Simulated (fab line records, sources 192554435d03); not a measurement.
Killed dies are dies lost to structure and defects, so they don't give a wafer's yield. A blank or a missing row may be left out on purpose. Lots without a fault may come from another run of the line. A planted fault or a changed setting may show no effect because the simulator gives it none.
Chamber matching | flow n5_finfet | N5_HKMG_FIN_DESCUM_17 on rie_diel-01: 4 sister chambers
The step chemistry O2, time 7.9 s. 20 wafers are shown with their chamber, then 10 later ones without.

WAFERS WITH THEIR CHAMBER
wafer  | chamber | drypump_motor_current_A (A) | showerhead_plenum_p_Torr (Torr) | throttle_valve_pct (%)
L074.1 | 0       | 5.34                        | 2.17                            | 20.31
L074.2 | 2       | 5.78                        | 2.00                            | 20.44
L074.6 | 0       | 5.34                        | 2.17                            | 20.31
L075.2 | 0       | 5.35                        | 2.16                            | 20.32
L075.3 | 2       | 5.76                        | 2.00                            | 20.44
L075.5 | 2       | 5.77                        | 2.00                            | 20.44
L080.3 | 3       | 5.23                        | 2.04                            | 20.07
L080.4 | 0       | 5.34                        | 2.16                            | 20.33
L080.5 | 1       | 5.64                        | 2.00                            | 20.37
L081.4 | 2       | 5.76                        | 1.99                            | 20.48
L081.5 | 0       | 5.34                        | 2.16                            | 20.31
L081.6 | 3       | 5.23                        | 2.04                            | 20.07
L082.1 | 0       | 5.35                        | 2.16                            | 20.31
L082.2 | 3       | 5.26                        | 2.03                            | 20.06
L082.4 | 1       | 5.63                        | 1.99                            | 20.36
L084.4 | 3       | 5.24                        | 2.03                            | 20.07
L084.5 | 2       | 5.76                        | 1.99                            | 20.48
L084.6 | 1       | 5.63                        | 1.99                            | 20.39
L086.2 | 2       | 5.76                        | 1.99                            | 20.47
L086.3 | 3       | 5.26                        | 2.03                            | 20.08

SIGNATURES (means of the wafers above)
reading                  | chamber 0 | chamber 1 | chamber 2 | chamber 3 | scatter within a chamber
drypump_motor_current_A  | 5.3433    | 5.6333    | 5.7650    | 5.2440    | 0.00959
showerhead_plenum_p_Torr | 2.1633    | 1.9933    | 1.9950    | 2.0340    | 0.00542
throttle_valve_pct       | 20.3150   | 20.3733   | 20.4583   | 20.0700   | 0.0139
Rule: a wafer's distance from a chamber is the root of the sum, over the readings, of the square of ((its reading less the chamber's mean) divided by the reading's scatter). The wafer belongs to the nearest chamber; if the next one is less than 2 further off, it can't be placed. The scatter: the root of (the sum of the squares of (reading less its chamber's mean) over the shown wafers, divided by (wafers less chambers)).

WAFERS WITHOUT THEIR CHAMBER
wafer  | drypump_motor_current_A (A) | showerhead_plenum_p_Torr (Torr) | throttle_valve_pct (%)
L086.4 | 5.33                        | 2.16                            | 20.33
L090.1 | 5.24                        | 2.03                            | 20.10
L090.2 | 5.32                        | 2.15                            | 20.36
L090.4 | 5.63                        | 1.99                            | 20.40
L092.1 | 5.77                        | 1.98                            | 20.48
L092.2 | 5.63                        | 1.99                            | 20.39
L092.3 | 5.24                        | 2.03                            | 20.11
L093.1 | 5.23                        | 2.03                            | 20.11
L093.2 | 5.62                        | 1.99                            | 20.40
L093.4 | 5.75                        | 1.98                            | 20.48

WHICH CHAMBER EACH WENT THROUGH
wafer  | from the rows above | in truth
L086.4 | 0                   | 0
L090.1 | 3                   | 3
L090.2 | 0                   | 0
L090.4 | 1                   | 1
L092.1 | 2                   | 2
L092.2 | 1                   | 1
L092.3 | 3                   | 3
L093.1 | 3                   | 3
L093.2 | 1                   | 1
L093.4 | 2                   | 2
Placed correctly: 10 of 10. Can't be placed from these rows: 0. Placed wrongly: 0.
